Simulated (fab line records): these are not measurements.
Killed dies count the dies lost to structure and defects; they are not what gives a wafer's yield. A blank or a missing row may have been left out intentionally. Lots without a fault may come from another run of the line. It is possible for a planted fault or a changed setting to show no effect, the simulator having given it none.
Which tool did it? + flow nand-harc + 27 wafers from 9 lots sampled at 9 of the route's 1302 steps

WHAT THE GAUGES READ, wafer by wafer
NHARC_A_CHANNEL_HOLE_D2_CD_MEAS_10: the cd target is 100 nm. Usual: cd-nm reads 99.9 nm (standard deviation 0.53).
| lot  | measured     | on        | cd-nm (nm)                    | flag |
|------|--------------|-----------|-------------------------------|------|
| L743 | day 14 04:29 | cd-sem-03 | 100.1 100.4 100.6             |      |
| L746 | day 15 22:19 | cd-sem-02 | 94.2 93.8 93.5 94.2 94.0 93.3 | OFF  |
| L751 | day 17 10:32 | cd-sem-01 | 93.8 93.9 93.4 93.8 93.9 93.8 | OFF  |
| L750 | day 17 11:17 | cd-sem-01 | 95.2 94.5 94.8 95.5 94.8 94.9 | OFF  |
| L756 | day 19 16:48 | cd-sem-02 | 99.7 99.3 100.8               |      |
| L757 | day 20 01:50 | cd-sem-01 | 100.0 100.0 100.2             |      |
| L758 | day 21 00:02 | cd-sem-02 | 99.6 99.9 99.5                |      |
| L760 | day 21 13:02 | cd-sem-01 | 99.6 100.5 100.7              |      |
| L761 | day 22 10:07 | cd-sem-03 | 100.0 100.5 100.3             |      |

NHARC_A_CHANNEL_HOLE_D2_CD_MEAS_18. Usual: cd-nm reads 98.9 nm (standard deviation 2.3).
| lot  | measured     | on        | cd-nm (nm)                    | flag |
|------|--------------|-----------|-------------------------------|------|
| L743 | day 14 05:46 | cd-sem-03 | 97.8 98.7 104.7               |      |
| L746 | day 16 01:56 | cd-sem-01 | 94.0 92.8 92.8                |      |
| L751 | day 17 17:57 | cd-sem-03 | 87.5 91.3 89.7 87.0 91.1 90.0 | OFF  |
| L750 | day 17 20:59 | cd-sem-02 | 96.3 94.5 96.0                |      |
| L756 | day 19 18:05 | cd-sem-01 | 100.7 100.2 101.7             |      |
| L757 | day 20 03:07 | cd-sem-02 | 97.0 96.3 99.4                |      |
| L758 | day 21 01:19 | cd-sem-01 | 101.3 94.7 98.5               |      |
| L760 | day 21 14:20 | cd-sem-03 | 95.8 95.9 97.5                |      |
| L761 | day 22 11:24 | cd-sem-01 | 95.9 100.0 98.5               |      |

NHARC_A_CHANNEL_HOLE_D2_CD_MEAS_31. Usual: cd-nm reads 89.5 nm (standard deviation 1.3).
| lot  | measured     | on        | cd-nm (nm)                    | flag |
|------|--------------|-----------|-------------------------------|------|
| L743 | day 14 11:22 | cd-sem-01 | 88.7 89.5 92.3                |      |
| L746 | day 16 12:52 | cd-sem-02 | 83.6 82.1 82.6 83.5 82.2 82.3 | OFF  |
| L751 | day 18 08:55 | cd-sem-03 | 83.4 83.0 82.0 83.0 83.1 81.4 | OFF  |
| L750 | day 18 03:11 | cd-sem-01 | 86.5 85.3 85.0 86.0 85.0 85.5 | OFF  |
| L756 | day 19 23:43 | cd-sem-01 | 88.9 86.5 87.3                |      |
| L757 | day 20 08:43 | cd-sem-02 | 90.2 89.8 87.6                |      |
| L758 | day 21 09:44 | cd-sem-01 | 88.2 86.8 88.0                |      |
| L760 | day 21 19:55 | cd-sem-03 | 90.5 87.3 89.3                |      |
| L761 | day 22 17:01 | cd-sem-02 | 90.9 90.4 91.7                |      |

NHARC_END_SORT_01. Usual: killed-at-array 62, standard deviation 22; killed-at-other 1.0, standard deviation 1.4; killed-at-periphery 4.2, standard deviation 2.8; killed-dies 67, standard deviation 23; killed-open 3.1, standard deviation 1.7; killed-short 2.1, standard deviation 1.5.
| lot  | measured     | on        | killed-at-array | killed-at-other | killed-at-periphery | killed-dies | killed-open | killed-short | flag |
|------|--------------|-----------|-----------------|-----------------|---------------------|-------------|-------------|--------------|------|
| L746 | day 28 02:09 | prober-02 | 80 72 95        | 4 3 1           | 5 6 2               | 89 81 98    | 7 5 2       | 1 0 2        |      |
| L751 | day 29 17:11 | prober-01 | 54 55 55        | 0 0 2           | 0 0 0               | 54 55 57    | 1 3 3       | 5 5 3        |      |

WHICH TOOL RAN EACH LOT (tool, then ch and the chambers of the sampled wafers, then the start)
| lot  | NHARC_A_CHANNEL_FILL_D1_STRIP_29              | NHARC_A_CHANNEL_HOLE_D2_PEB_08    | NHARC_A_CHANNEL_HOLE_D2_ETCH_27  | NHARC_A_CHANNEL_HOLE_D2_ETCH_44    | NHARC_A_CHANNEL_HOLE_D2_XSEM_32 |
|------|-----------------------------------------------|-----------------------------------|----------------------------------|------------------------------------|---------------------------------|
| L743 | rie-diel-13 ch 0,2,3, day 14 04:24 or earlier | litho-track-04 ch 0, day 14 04:24 | har-etch-01 ch 0,1, day 14 09:49 | rie-diel-11 ch 0,1,3, day 14 10:34 | xsem-01 ch 0, day 14 11:26      |
| L746 | rie-diel-03 ch 1,3, day 15 22:14 or earlier   | litho-track-04 ch 0, day 15 22:14 | har-etch-01 ch 0,1, day 16 07:21 | rie-diel-10 ch 1,2, day 16 12:04   | xsem-02 ch 0, day 16 15:08      |
| L751 | rie-diel-13 ch 0,3, day 17 10:28 or earlier   | litho-track-04 ch 0, day 17 10:28 | har-etch-02 ch 0,1, day 18 07:18 | rie-diel-10 ch 1,2, day 18 08:00   | xsem-02 ch 0, day 18 14:44      |
| L750 | rie-diel-02 ch 0,1, day 17 11:12 or earlier   | litho-track-04 ch 0, day 17 11:12 | har-etch-01 ch 0,1, day 18 01:38 | rie-diel-06 ch 2,3, day 18 02:22   | xsem-01 ch 0, day 18 07:02      |
| L756 | rie-diel-02 ch 2,3, day 19 16:43 or earlier   | litho-track-04 ch 0, day 19 16:43 | har-etch-02 ch 0,1, day 19 22:09 | rie-diel-10 ch 1,2, day 19 22:55   | xsem-02 ch 0, day 19 23:49      |
| L757 | rie-diel-03 ch 1,2,3, day 17 15:46            | litho-track-04 ch 0, day 20 01:45 | har-etch-02 ch 0,1, day 20 07:12 | rie-diel-10 ch 1,2,3, day 20 07:56 | xsem-02 ch 0, day 20 08:48      |
| L758 | rie-diel-13 ch 0,2,3, day 18 13:10            | litho-track-06 ch 0, day 20 23:57 | har-etch-01 ch 0,1, day 21 08:09 | rie-diel-10 ch 1,2, day 21 08:54   | xsem-01 ch 0, day 21 09:49      |
| L760 | rie-diel-02 ch 0,1, day 21 12:57 or earlier   | litho-track-04 ch 0, day 21 12:57 | har-etch-01 ch 0,1, day 21 18:22 | rie-diel-06 ch 0,2,3, day 21 19:07 | xsem-01 ch 0, day 21 20:00      |
| L761 | rie-diel-03 ch 0,1,3, day 22 10:01 or earlier | litho-track-04 ch 0, day 22 10:01 | har-etch-02 ch 0,1, day 22 15:33 | rie-diel-11 ch 0,1,2, day 22 16:13 | xsem-01 ch 0, day 22 17:05      |
- NHARC_A_CHANNEL_FILL_D1_STRIP_29: strips in O2, time 20 s.
- NHARC_A_CHANNEL_HOLE_D2_PEB_08: peb time 65 s.
- NHARC_A_CHANNEL_HOLE_D2_ETCH_27: etches the open film in C4F8/O2/Ar, time 90 s, target depth 400 nm.
- NHARC_A_CHANNEL_HOLE_D2_ETCH_44: etches the open film in CF4/O2, target depth 140 nm, overetch 14 nm, time 77 s.
- NHARC_A_CHANNEL_HOLE_D2_XSEM_32

AS READ BY THE TOOLS THEMSELVES (means over the sampled wafers that have a number; for cases with no such wafer, the mark the record gives instead)
NHARC_A_CHANNEL_FILL_D1_STRIP_29. Usual: drypump-motor-current-A 5.6 A, standard deviation 0.37; oes-product-au 0.996 a.u., standard deviation 0.0092; rf-vpp-V 57.8 V, standard deviation 1; showerhead-plenum-p-Torr 3.53 Torr, standard deviation 0.19; throttle-valve-pct 17.037 %, standard deviation 0.0086.
| lot  | tool        | drypump-motor-current-A (A) | oes-product-au (a.u.) | rf-vpp-V (V) | showerhead-plenum-p-Torr (Torr) | throttle-valve-pct (%) | flag |
|------|-------------|-----------------------------|-----------------------|--------------|---------------------------------|------------------------|------|
| L743 | rie-diel-13 | 5.6                         | 0.998                 | 57.2         | 3.37                            | 17.029                 |      |
| L746 | rie-diel-03 | 5.9                         | 0.993                 | 58.7         | 3.43                            | 17.038                 |      |
| L751 | rie-diel-13 | 5.8                         | 0.991                 | 58.5         | 3.39                            | 17.035                 |      |
| L750 | rie-diel-02 | 5.1                         | 0.993                 | 57.6         | 3.69                            | 17.035                 |      |
| L756 | rie-diel-02 | 5.7                         | 0.994                 | 59.1         | 3.75                            | 17.023                 |      |
| L757 | rie-diel-03 | 5.9                         | 0.993                 | 57.4         | 3.46                            | 17.036                 |      |
| L758 | rie-diel-13 | 5.6                         | 1.009                 | 58.3         | 3.36                            | 17.035                 |      |
| L760 | rie-diel-02 | 5.1                         | 0.995                 | 58.8         | 3.68                            | 17.040                 |      |
| L761 | rie-diel-03 | 5.7                         | 0.995                 | 57.8         | 3.42                            | 17.038                 |      |

NHARC_A_CHANNEL_HOLE_D2_PEB_08. Usual: heater-power-total-W reads 156.6 W (standard deviation 0.41).
| lot  | tool           | heater-power-total-W (W) | flag |
|------|----------------|--------------------------|------|
| L743 | litho-track-04 | 156.6                    |      |
| L746 | litho-track-04 | 174.7                    | OFF  |
| L751 | litho-track-04 | 174.3                    | OFF  |
| L750 | litho-track-04 | 174.6                    | OFF  |
| L756 | litho-track-04 | 157.1                    |      |
| L757 | litho-track-04 | 156.7                    |      |
| L758 | litho-track-06 | 156.4                    |      |
| L760 | litho-track-04 | 156.8                    |      |
| L761 | litho-track-04 | 156.7                    |      |

NHARC_A_CHANNEL_HOLE_D2_ETCH_27. Usual: bias-v 399 V, standard deviation 4.2; drypump-motor-current-A 5.5 A, standard deviation 0.5; showerhead-plenum-p-Torr 3.68 Torr, standard deviation 0.14; throttle-valve-pct 27.618 %, standard deviation 0.0088.
| lot  | tool        | bias-v (V) | drypump-motor-current-A (A) | showerhead-plenum-p-Torr (Torr) | throttle-valve-pct (%) | flag |
|------|-------------|------------|-----------------------------|---------------------------------|------------------------|------|
| L743 | har-etch-01 | 399        | 5.9                         | 3.65                            | 27.611                 |      |
| L746 | har-etch-01 | 398        | 5.9                         | 3.63                            | 27.622                 |      |
| L751 | har-etch-02 | 403        | 5.0                         | 3.83                            | 27.625                 |      |
| L750 | har-etch-01 | 396        | 5.9                         | 3.61                            | 27.616                 |      |
| L756 | har-etch-02 | 399        | 4.9                         | 3.81                            | 27.631                 |      |
| L757 | har-etch-02 | 398        | 4.9                         | 3.88                            | 27.610                 |      |
| L758 | har-etch-01 | 399        | 6.0                         | 3.59                            | 27.606                 |      |
| L760 | har-etch-01 | 402        | 5.9                         | 3.59                            | 27.623                 |      |
| L761 | har-etch-02 | 400        | 4.9                         | 3.86                            | 27.616                 |      |

NHARC_A_CHANNEL_HOLE_D2_ETCH_44. Usual: drypump-motor-current-A 5.7 A, standard deviation 0.46; oes-product-au 1.002 a.u., standard deviation 0.011; rf-vpp-V 198.3 V, standard deviation 1.4; showerhead-plenum-p-Torr 1.36 Torr, standard deviation 0.054; throttle-valve-pct 13.396 %, standard deviation 0.0094.
| lot  | tool        | drypump-motor-current-A (A) | oes-product-au (a.u.) | rf-vpp-V (V) | showerhead-plenum-p-Torr (Torr) | throttle-valve-pct (%) | flag |
|------|-------------|-----------------------------|-----------------------|--------------|---------------------------------|------------------------|------|
| L743 | rie-diel-11 | 5.3                         | 1.004                 | 199.6        | 1.37                            | 13.391                 |      |
| L746 | rie-diel-10 | 5.9                         | 1.000                 | 196.8        | 1.28                            | 13.406                 |      |
| L751 | rie-diel-10 | 5.8                         | 1.010                 | 196.4        | 1.27                            | 13.408                 |      |
| L750 | rie-diel-06 | 5.5                         | 0.995                 | 198.3        | 1.36                            | 13.388                 |      |
| L756 | rie-diel-10 | 5.9                         | 1.014                 | 196.9        | 1.28                            | 13.391                 |      |
| L757 | rie-diel-10 | 5.9                         | 1.003                 | 196.7        | 1.32                            | 13.389                 |      |
| L758 | rie-diel-10 | 5.8                         | 1.008                 | 196.4        | 1.26                            | 13.399                 |      |
| L760 | rie-diel-06 | 5.5                         | 0.992                 | 198.7        | 1.36                            | 13.396                 |      |
| L761 | rie-diel-11 | 5.4                         | 0.997                 | 199.0        | 1.37                            | 13.400                 |      |

NHARC_A_CHANNEL_HOLE_D2_XSEM_32. Usual: bot-cd-nm 74.1 nm, standard deviation 1.5; bow-nm 8.65 nm, standard deviation 0.27; tilt-deg 0.06 degrees, standard deviation 0.045.
| lot  | tool    | bot-cd-nm (nm) | bow-nm (nm) | tilt-deg (degrees) | flag |
|------|---------|----------------|-------------|--------------------|------|
| L743 | xsem-01 | 75.0           | 8.79        | 0.06               |      |
| L746 | xsem-02 | 67.3           | 8.70        | 0.13               | OFF  |
| L751 | xsem-02 | 67.9           | 8.59        | 0.06               | OFF  |
| L750 | xsem-01 | 69.7           | 8.82        | 0.05               |      |
| L756 | xsem-02 | 72.4           | 8.41        | 0.17               |      |
| L757 | xsem-02 | 73.4           | 8.74        | 0.06               |      |
| L758 | xsem-01 | 73.2           | 8.30        | 0.10               |      |
| L760 | xsem-01 | 73.3           | 8.63        | 0.06               |      |
| L761 | xsem-01 | 76.3           | 8.59        | 0.02               |      |

THE ANSWER, worked out from the rows above alone
Rule: take the mean of a lot's wafers that have a number; if it is more than 3 standard deviations from the usual mean, the lot is off. A lot without any number at a reading at which 4 lots or more have one is off too. Where the step has rows for the other lots, those lots are counted as sound. After the gauges, taken in route order, come the tools' own readings; for these a lot's mean is taken, as printed above. At the first step where some lot is off, the reading lying furthest off is the one used; lots without a number count as furthest.
Off, at NHARC_A_CHANNEL_HOLE_D2_CD_MEAS_10 on cd-nm: L746, L751, L750.
If a tool, at a process step before that reading, ran all the lots that are off and no sound lot after the first of them, it fits. Not tried: the gauges at NHARC_A_CHANNEL_HOLE_D2_CD_MEAS_10; whatever is off there is also off at NHARC_A_CHANNEL_HOLE_D2_PEB_08, on other tools, and gauge error can't account for it. With no start given for some of its lots, NHARC_A_CHANNEL_FILL_D1_STRIP_29 uses the hours and lot order of NHARC_A_CHANNEL_HOLE_D2_PEB_08. Not one of the candidates tried fits.

WHAT THE SIMULATOR HAD INSERTED
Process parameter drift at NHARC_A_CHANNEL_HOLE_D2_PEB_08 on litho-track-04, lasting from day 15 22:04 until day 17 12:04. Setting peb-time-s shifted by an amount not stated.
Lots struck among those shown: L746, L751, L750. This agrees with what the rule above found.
